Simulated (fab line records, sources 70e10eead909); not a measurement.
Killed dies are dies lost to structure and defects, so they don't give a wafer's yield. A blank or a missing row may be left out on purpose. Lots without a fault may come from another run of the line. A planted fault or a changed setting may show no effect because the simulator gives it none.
fab line records | flow nand_harc
record lots=12 wafers=36 last_day=24
route steps=1159 shown A_BONDPAD@1084 THIN_TSV@1152 END@1159
lots that met no fault: from a run of the same line without faults
start_h: hours from the record's first day to the start of the lot's first wafer shown | wait_h: hours since the lot's step before | " the same as in the row above | L1.1+2: a row that stands for several wafers | - no value, or no start given | * or withheld: withheld | < > ~ a bound
route shown NAME@n: a module of which the file shows steps, and the number in the route of the first | usual: mean/standard deviation of fault-free wafers | same: alike in all rows | chamber/n: place in a boat | sites: the reading at each site | _std_site: their standard deviation | _edge_site: outer sites' mean less inner sites' | radius_mm: how far each site lies from the wafer's centre | mask NAME#n: copy n | behind: the tool/chamber that last shaped the wafer | hold: why the lot was held/for how many hours/how that ended | device: the transistor (n, p or np) that didn't switch | end of line: the same wafers' tests at the end of the route | a step without rows: its recipe alone | killed: dies lost to structure and defects at the first sort, not the wafer's yield | map: a wafer's dies, x killed, . not, _ none there
set.NAME: the setting as run; set.NAME@STEP: as run at that earlier step | model.NAME: the simulator's own value behind a step, which no gauge read
steps of the route over a sample of lots; a table a step, a row a wafer
services: from which hour (start_h, from the record's first day; less than 0 if before it) a tool's chamber was out of use, for how many hours, and why
## steps
# step NHARC_A_BONDPAD_PVD_17
# recipe target_thk_a=50 bias_v=168.6 power_w=15000 chamber_pressure_pa=0.12 time_s=8.06 substrate_temp_c=50 material=TaN
# usual throttle_valve_pct=30.3/1.2
# columns lot.wafer tool chamber start_h wait_h throttle_valve_pct
L634.4 pvd_sputter-01 - 405.30 - 31.5
L634.3 " - " " 30.7
L634.5 " - " " 29.8
L637.1 pvd_sputter-02 - 419.13 - 31.4
L637.2 " - " " 31.1
L637.6 " - " " 31.0
L635.1 pvd_sputter-03 - 419.43 - 30.2
L635.4 " - " " 29.8
L635.5 " - " " 30.2
L636.4 pvd_sputter-01 - 420.15 - 31.2
L636.2 " - " " 30.0
L636.6 " - " " 31.4
L640.4 pvd_sputter-01 - 441.07 - 29.9
L640.3 " - " " 31.0
L640.5 " - " " 29.9
L643.2 pvd_sputter-02 - 453.93 - 31.1
L643.3 " - " " 29.2
L643.5 " - " " 31.0
L642.4 pvd_sputter-02 - 455.30 - 30.1
L642.2 " - " " 31.2
L642.1 " - " " 29.5
L645.1 pvd_sputter-02 - 468.34 - 30.9
L645.4 " - " " 29.4
L645.2 " - " " 30.1
L644.4 pvd_sputter-01 - 468.90 - 31.6
L644.1 " - " " 30.5
L644.5 " - " " 30.8
L649.1 pvd_sputter-02 - 499.09 - 31.0
L649.3 " - " " 31.0
L649.4 " - " " 29.3
L653.3 pvd_sputter-02 - 515.79 - 31.2
L653.1 " - " " 29.2
L653.6 " - " " 31.0
L657.1 pvd_sputter-03 - 542.16 - 32.0
L657.4 " - " " 29.3
L657.6 " - " " 30.6
# step NHARC_A_BONDPAD_PVD_27
# recipe target_thk_a=300 chamber_pressure_pa=5 power_w=5000 substrate_temp_c=30 time_s=20.49 material=Cu
# usual throttle_valve_pct=30.3/1.1
# columns lot.wafer tool chamber start_h wait_h throttle_valve_pct
L634.4 pvd_sputter-01 - - - 30.4
L634.3 " - " " 30.0
L634.5 " - " " 30.6
L637.2 pvd_sputter-02 - - - 31.2
L637.1 " - " " 31.1
L637.6 " - " " 29.1
L635.4 pvd_sputter-03 - - - 30.1
L635.1 " - " " 31.1
L635.5 " - " " 29.8
L636.2 pvd_sputter-01 - - - 30.2
L636.4 " - " " 30.4
L636.6 " - " " 30.9
L640.3 pvd_sputter-01 - - - 30.4
L640.4 " - " " 31.4
L640.5 " - " " 30.5
L643.2 pvd_sputter-02 - - - 29.4
L643.3 " - " " 29.9
L643.5 " - " " 30.2
L642.2 pvd_sputter-02 - - - 29.5
L642.1 " - " " 31.0
L642.4 " - " " 29.2
L645.2 pvd_sputter-02 - - - 29.3
L645.1 " - " " 29.8
L645.4 " - " " 31.3
L644.1 pvd_sputter-01 - - - 30.4
L644.4 " - " " 30.1
L644.5 " - " " 30.8
L649.3 pvd_sputter-02 - - - 31.3
L649.1 " - " " 30.1
L649.4 " - " " 31.1
L653.3 pvd_sputter-02 - - - 31.3
L653.1 " - " " 29.0
L653.6 " - " " 31.1
L657.1 pvd_sputter-03 - - - 26.7
L657.4 " - " " 30.2
L657.6 " - " " 26.8
# step NHARC_THIN_TSV_ETCH_36
# recipe target_depth_a=650 over_etch_frac=0.3 time_s=18.571 ion_energy_ev=150 chemistry=Cl2/BCl3
# usual drypump_motor_current_A=5.71/0.24 oes_product_au=0.998/0.011
# columns lot.wafer tool chamber start_h wait_h drypump_motor_current_A oes_product_au rf_hours_counter_h
L634.3 rie_metal-01 0 427.56 0.1 5.45 1.008 -
L634.4 " 1 " " 5.37 0.999 -
L634.5 " 1 " " 5.36 0.992 -
L635.1 rie_metal-03 0 442.28 0.2 5.95 0.998 4.9
L635.4 " 1 " " 5.76 0.994 -
L635.5 " 0 " " 5.92 0.990 -
L637.2 rie_metal-02 1 443.40 0.2 6.02 0.990 1.3
L637.1 " 0 " " 5.67 0.982 1.3
L637.6 " 1 " " 6.02 0.992 -
L636.2 rie_metal-03 1 445.26 0.2 5.78 0.983 4.8
L636.4 " 0 " " 5.91 0.995 -
L636.6 " 1 " " 5.78 0.986 -
L640.4 rie_metal-03 1 463.18 0.2 5.76 0.992 -
L640.3 " 0 " " 5.94 1.015 -
L640.5 " 0 " " 5.92 1.019 -
L643.2 rie_metal-01 0 474.42 0.2 5.44 1.016 4.0
L643.3 " 1 " " 5.37 0.988 -
L643.5 " 1 " " 5.38 1.001 -
L642.1 rie_metal-02 1 476.00 0.2 6.04 0.995 2.3
L642.2 " 0 " " 5.68 0.987 2.3
L642.4 " 1 " " 6.04 0.982 -
L644.1 rie_metal-02 1 490.09 0.2 6.01 0.990 2.8
L644.4 " 1 " " 6.02 0.990 -
L644.5 " 0 " " 5.66 0.979 -
L645.1 rie_metal-03 0 491.67 0.4 5.94 1.009 0.9
L645.2 " 0 " " 5.90 1.007 -
L645.4 " 0 " " 5.90 1.016 -
L649.1 rie_metal-01 0 524.23 0.2 5.46 1.012 0.5
L649.3 " 1 " " 5.37 1.006 -
L649.4 " 0 " " 5.43 1.010 -
L653.1 rie_metal-02 1 538.98 0.2 6.02 0.985 4.3
L653.3 " 0 " " 5.68 0.986 -
L653.6 " 0 " " 5.66 0.995 -
L657.1 rie_metal-03 1 562.81 0.2 5.77 0.980 2.6
L657.4 " 0 " " 5.92 1.000 -
L657.6 " 1 " " 5.79 0.980 -
# step NHARC_THIN_TSV_STRIP_56
# recipe power_w=1500 temp_c=250 chemistry=O2
# usual drypump_motor_current_A=5.9/0.41 heater_power_w=313/27
# columns lot.wafer tool chamber start_h wait_h drypump_motor_current_A heater_power_w rf_hours_counter_h
L634.3 plasma_asher-01 0 427.74 0.2 6.0 269 -
L634.4 " 1 " " 5.2 290 -
L634.5 " 0 " " 6.0 270 -
L635.1 plasma_asher-02 0 442.37 0.1 6.4 335 23
L635.4 " 0 " " 6.3 325 -
L635.5 " 1 " " 5.9 348 -
L637.1 plasma_asher-02 1 443.50 0.1 5.9 339 23
L637.2 " 0 " " 6.4 332 23
L637.6 " 0 " " 6.4 324 -
L636.2 plasma_asher-01 1 445.48 0.2 5.2 289 57
L636.4 " 0 " " 6.0 273 -
L636.6 " 0 " " 6.0 269 -
L640.3 plasma_asher-01 1 463.37 0.2 5.2 287 -
L640.4 " 0 " " 6.0 273 -
L640.5 " 1 " " 5.2 288 -
L643.2 plasma_asher-01 1 474.56 0.1 5.2 287 3
L643.3 " 0 " " 6.0 284 -
L643.5 " 1 " " 5.2 292 -
L642.2 plasma_asher-02 1 476.15 0.1 5.9 338 36
L642.1 " 0 " " 6.4 328 36
L642.4 " 0 " " 6.3 327 -
L644.1 plasma_asher-01 0 490.34 0.2 6.0 281 10
L644.4 " 1 " " 5.2 285 -
L644.5 " 0 " " 6.0 278 -
L645.1 plasma_asher-02 1 492.29 0.6 5.9 342 43
L645.2 " 0 " " 6.3 329 43
L645.4 " 0 " " 6.3 327 -
L649.1 plasma_asher-01 1 524.37 0.1 5.2 295 19
L649.4 " 0 " " 6.0 284 -
L649.3 " 1 " " 5.2 283 -
L653.1 plasma_asher-01 0 539.07 0.1 6.0 282 24
L653.3 " 0 " " 6.0 285 -
L653.6 " 0 " " 6.0 273 -
L657.1 plasma_asher-02 0 562.95 0.1 6.4 332 3
L657.4 " 1 " " 5.9 326 -
L657.6 " 0 " " 6.4 337 -
# step NHARC_END_SORT_01
# recipe temp_c=25
# usual defect_limited_yield=95.4/1.8 killed_at_array=27/11 killed_at_other=0.7/1.1 killed_at_periphery=3.4/2.1 killed_dies=31/12 killed_open=3.6/2 killed_short=2.0/1.3 sort_bin_2_pct=1.5/0.71 sort_bin_3_pct=0.25/0.22 sort_bin_4_pct=2.9/1.2 sort_n_pass=646/12 sort_rim_yield_pct=95.0/2.5 sort_yield_pct=95.4/1.8
# same gross_dies=677 sort_bin_5_pct[%]=0 sort_bin_6_pct[%]=0 sort_bin_7_pct[%]=0 sort_bin_8_pct[%]=0 sort_rim_n_gross=106.00
# columns lot.wafer tool chamber start_h wait_h defect_limited_yield[%] killed_at_array killed_at_other killed_at_periphery killed_dies killed_open killed_short sort_bin_2_pct[%] sort_bin_3_pct[%] sort_bin_4_pct[%] sort_n_pass sort_rim_yield_pct[%] sort_yield_pct[%]
L649.1 prober-01 0 532.62 2.5 96.0 22 0 5 27 3 2 0.9 0 3.1 650 97.2 96.0
L649.3 prober-01 0 534.22 3.1 95.9 23 1 4 28 5 1 1.2 0.44 2.5 649 90.6 95.9
L649.4 prober-01 0 535.02 3.4 84.3 100 2 4 106 0 2 7.2 2.36 6.1 571 91.5 84.3
L653.1 prober-02 0 548.16 2.5 82.4 110 0 9 119 3 1 7.4 3.25 6.9 558 97.2 82.4
L653.3 prober-02 0 549.77 3.1 93.6 37 0 6 43 2 6 2.4 0.44 3.5 634 94.3 93.6
L653.6 prober-02 0 552.20 4.0 95.4 22 1 8 31 5 2 1.6 0.15 2.8 646 97.2 95.4
# killed by level:class
L649.1 A_SLIT:chamber_film_flake=12 A_CHANNEL_HOLE_D1:chamber_film_flake=2 A_STAIRCASE:chamber_film_flake=2 A_CONTACT:chamber_film_flake=2 P_M0:geometric_particle:open=1 A_ONON_D1:geometric_particle:short=1 A_CHANNEL_FILL_D1:geometric_particle:short=1 A_M0:geometric_particle:open=1
L649.3 A_SLIT:chamber_film_flake=8 A_CHANNEL_HOLE_D1:chamber_film_flake=5 P_STI:chamber_film_flake=3 A_CONTACT:chamber_film_flake=3 A_STAIRCASE:chamber_film_flake=2 A_ONON_D1:geometric_particle:open=1 A_STAIRCASE:geometric_particle:open=1 A_SLIT:geometric_particle:open=1
L649.4 A_BONDPAD:unspecified=77 A_SLIT:chamber_film_flake=15 A_CHANNEL_HOLE_D1:chamber_film_flake=5 P_STI:chamber_film_flake=3 THIN_TSV:chamber_film_flake=2 A_SOURCE_PLATE:geometric_particle:short=1 A_SGD_CUT:geometric_particle:short=1 P_M0:chamber_film_flake=1
L653.1 A_BONDPAD:unspecified=86 A_CHANNEL_HOLE_D1:chamber_film_flake=20 P_BONDPAD:chamber_film_flake=4 P_GATE:chamber_film_flake=2 P_M1:chamber_film_flake=2 P_STI:geometric_particle:open=1 A_CHANNEL_FILL_D1:geometric_particle:open=1 A_CHANNEL_FILL_D1:geometric_particle:short=1
L653.3 A_CHANNEL_HOLE_D1:chamber_film_flake=26 P_BONDPAD:chamber_film_flake=5 A_CONTACT:geometric_particle:short=2 A_CONTACT:chamber_film_flake=2 A_SOURCE_PLATE:geometric_particle:short=1 A_CHANNEL_HOLE_D1:geometric_particle:short=1 A_STAIRCASE:geometric_particle:open=1 A_WL_FILL:geometric_particle:short=1
L653.6 A_CHANNEL_HOLE_D1:chamber_film_flake=17 P_GATE:chamber_film_flake=3 P_BONDPAD:chamber_film_flake=2 P_M0:geometric_particle:open=1 P_M1:geometric_particle:open=1 A_ONON_D1:geometric_particle:short=1 A_SLIT:geometric_particle:open=1 A_WL_FILL:geometric_particle:short=1
## services
# columns tool chamber start_h hours kind
rie_metal-02 - 382.88 0.7 repair
rie_metal-02 - 388.00 9.0 pm
pvd_sputter-02 - 395.91 10.0 pm
rie_metal-03 1 399.65 4.1 repair
pvd_sputter-03 - 435.41 0.5 repair
rie_metal-03 - 453.19 9.0 pm
rie_metal-03 0 453.19 9.0 vent_cycle
rie_metal-03 1 453.19 9.0 vent_cycle
plasma_asher-01 - 453.53 9.0 pm
plasma_asher-01 0 453.53 9.0 vent_cycle
plasma_asher-01 1 453.53 9.0 vent_cycle
pvd_sputter-03 - 458.04 10.0 pm
rie_metal-03 0 462.19 - clean
plasma_asher-01 0 462.53 - clean
plasma_asher-01 1 462.53 - clean
pvd_sputter-01 - 464.33 4.0 repair
rie_metal-03 1 490.60 16.5 repair
pvd_sputter-03 - 495.71 0.8 repair
plasma_asher-01 - 508.57 5.0 repair
rie_metal-01 - 509.00 9.0 pm
pvd_sputter-01 - 519.53 10.0 pm
rie_metal-01 1 528.16 36.2 repair
plasma_asher-02 - 539.54 9.0 pm
pvd_sputter-02 - 547.95 1.1 repair
## key
first_sign step=NHARC_END_SORT_01 reading=killed_at_array direction=up sigmas=6.9 usual=27 struck=105
effect step=NHARC_END_SORT_01 reading=killed_dies direction=up sigmas=6.7 usual=31 struck=112
more_kills_born_at NHARC_A_BONDPAD_PVD_17@pvd_sputter-02=163
met_at NHARC_A_BONDPAD_PVD_17
struck_lots L649,L653
struck_wafers L649.4,L653.1
not_acting_at NHARC_A_BONDPAD_PVD_27,NHARC_THIN_TSV_ETCH_36,NHARC_THIN_TSV_STRIP_56
onset_between 468.34 499.09
fault kind=chamber_particle_source tool=pvd_sputter-02 chamber=- onset_h=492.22 steps=NHARC_A_BONDPAD_PVD_17 rate_per_visit_cm2=0.69078 end_h=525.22 scope=struck_wafers_only
